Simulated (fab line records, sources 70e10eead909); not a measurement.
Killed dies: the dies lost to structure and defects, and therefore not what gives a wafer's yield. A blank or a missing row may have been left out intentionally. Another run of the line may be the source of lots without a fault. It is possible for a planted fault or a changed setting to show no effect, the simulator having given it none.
A struck lot beside a sound one	flow nandHarc	13 steps out of a route of 1159
Sound: wafers L570.3, L570.4, L570.5. The struck wafers were L574.1, L574.2, L574.3. Last of all comes the cause.
Order at every step that has rows: each side's tool, ch and its chambers, its first start. Under that, the readings that differ: sound wafers	struck wafers	difference of the means	sigmas: that difference in standard deviations of wafers without a fault.
alike: words and numbers the same on both sides, and readings whose means are apart by under 2 such deviations; not compared: readings that were withheld, readings missing a value for some wafer, numbers with overlapping values and no deviation given by the record, and bounds like >300 which may hide the same value.
Wherever a step has rows on one side only, a row that says differs or no value, or a row with sigmas, the two part there. Numbers that don't overlap but have no deviation are shown without sigmas and don't part them. A reading that every wafer of one side lacks parts them only if that side has two wafers or more.

first, 4 steps without rows for these wafers: NHARC_A_STAIRCASE_EXPOSE_438 (exposes mask STAIR REV); NHARC_A_STAIRCASE_PEB_439 (peb time 130 s); NHARC_A_STAIRCASE_DEVELOP_440 (time 140 s); NHARC_A_STAIRCASE_HARDBAKE_442 (time 140 s).
NHARC_A_STAIRCASE_DESCUM_443: chemistry O2, time 3 s.
  sound on rieDiel-05 ch 0,1,3, day 16 07:01; struck on rieDiel-02 ch 0,2,3, day 16 20:07
  alike: drypumpMotorCurrentA, o2FlowSccm, oesProductAu, rfVppV, showerheadPlenumPTorr, throttleValvePct
  not compared: rfHoursCounterH
NHARC_A_STAIRCASE_ETCH_444: etches the open film in C4F8/O2, target depth 10200 nm, time 3400 s.
  sound on rieDiel-05 ch 1,3, day 16 07:25; struck on rieDiel-02 ch 0,1,3, day 16 20:14
  alike: oesProductAu, rfVppV
  not compared: rfHoursCounterH
NHARC_A_STAIRCASE_STRIP_446: strips in O2.
  sound on plasmaAsher-02 ch 0,1, day 16 09:58; struck on plasmaAsher-02 ch 0,1, day 16 22:34
  alike: drypumpMotorCurrentA, heaterPowerW
  not compared: rfHoursCounterH
then, 3 steps without rows for these wafers: NHARC_A_STAIRCASE_STRIP_447 (strips in SPM, time 900 s); NHARC_A_STAIRCASE_PRECLEAN_448 (cleans in SC1); NHARC_A_STAIRCASE_SRD_449.
NHARC_A_STAIRCASE_CMP_450: polishes SiO2, target thk 200 nm.
  sound on cmp-01 ch 1,2,3, day 16 10:41; struck on cmp-04 ch 0,2,3, day 16 23:22
  no value came back on the struck wafers for edgeZonePressureFrac, motorCurrentA (A); on the sound wafers edgeZonePressureFrac reads 0.996 0.992 1.010
NHARC_A_STAIRCASE_CMP_152: polishes.
  sound on cmp-01 ch 1,2,3, day 16 10:46; struck on cmp-04 ch 0,2,3, day 16 23:26
  alike: edgeZonePressureFrac, motorCurrentA
-- jump in the record: it breaks off in module A_STAIRCASE and resumes in module END (first step shown: number 1159 of the route), and 5 days separate the struck wafers' starts before and after --
NHARC_END_SORT_01:
  only the struck wafers appear in the record here, on prober-01 ch 0 at day 22 01:04; the sound ones have no rows

## WHERE THEY PART
At NHARC_A_STAIRCASE_CMP_450 first; at NHARC_END_SORT_01 last (within this record only).

WHY: what had been put in by the simulator
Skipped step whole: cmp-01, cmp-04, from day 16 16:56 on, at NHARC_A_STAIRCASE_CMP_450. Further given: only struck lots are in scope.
